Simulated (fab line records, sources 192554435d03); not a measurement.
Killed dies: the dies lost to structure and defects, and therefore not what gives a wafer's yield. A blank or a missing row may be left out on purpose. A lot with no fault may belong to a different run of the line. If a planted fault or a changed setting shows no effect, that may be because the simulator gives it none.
Chamber matching | flow n5-finfet | N5_SDB_STRIP_21 on rie-diel-06: 4 sister chambers
The step strips in CF4. 4 wafers are shown with their chamber, then 10 later ones without.

## WAFERS WITH THEIR CHAMBER
wafer  | chamber | drypump-motor-current-A (A)
L083.4 | 2       | 6.6
L089.6 | 3       | 5.4
L090.1 | 0       | 5.6
L090.3 | 1       | 4.9

## WAFERS MISSING THEIR CHAMBER
wafer  | drypump-motor-current-A (A)
L090.5 | 4.9
L092.2 | 5.6
L092.3 | 5.4
L092.6 | 6.6
L093.2 | 5.5
L093.3 | 4.8
L093.5 | 4.8
L094.1 | 4.9
L094.5 | 5.6
L094.6 | 5.5

## THE CHAMBER EACH PASSED THROUGH
wafer  | from the rows above     | in truth
L090.5 | 1                       | 1
L092.2 | 0                       | 0
L092.3 | 3                       | 3
L092.6 | 2                       | 2
L093.2 | can't be placed: 0 or 3 | 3
L093.3 | 1                       | 1
L093.5 | 1                       | 1
L094.1 | 1                       | 1
L094.5 | 0                       | 0
L094.6 | can't be placed: 0 or 3 | 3
Correctly placed: 8 of 10. Unplaceable from these rows: 2, with the true chamber sitting among the candidates in 2. Number placed wrongly: 0.
How it was worked out, from the rows above alone: a wafer's distance from a chamber is the root of the sum, over the readings, of the square of ((its reading less the chamber's mean) divided by the reading's scatter). The wafer belongs to the nearest chamber; if the next one is less than 2 further off, it can't be placed. The mean given for a chamber averages the wafers shown for that chamber. The scatter: root of mean squared gap, hidden wafer to nearest shown wafer, with one shown wafer a chamber.
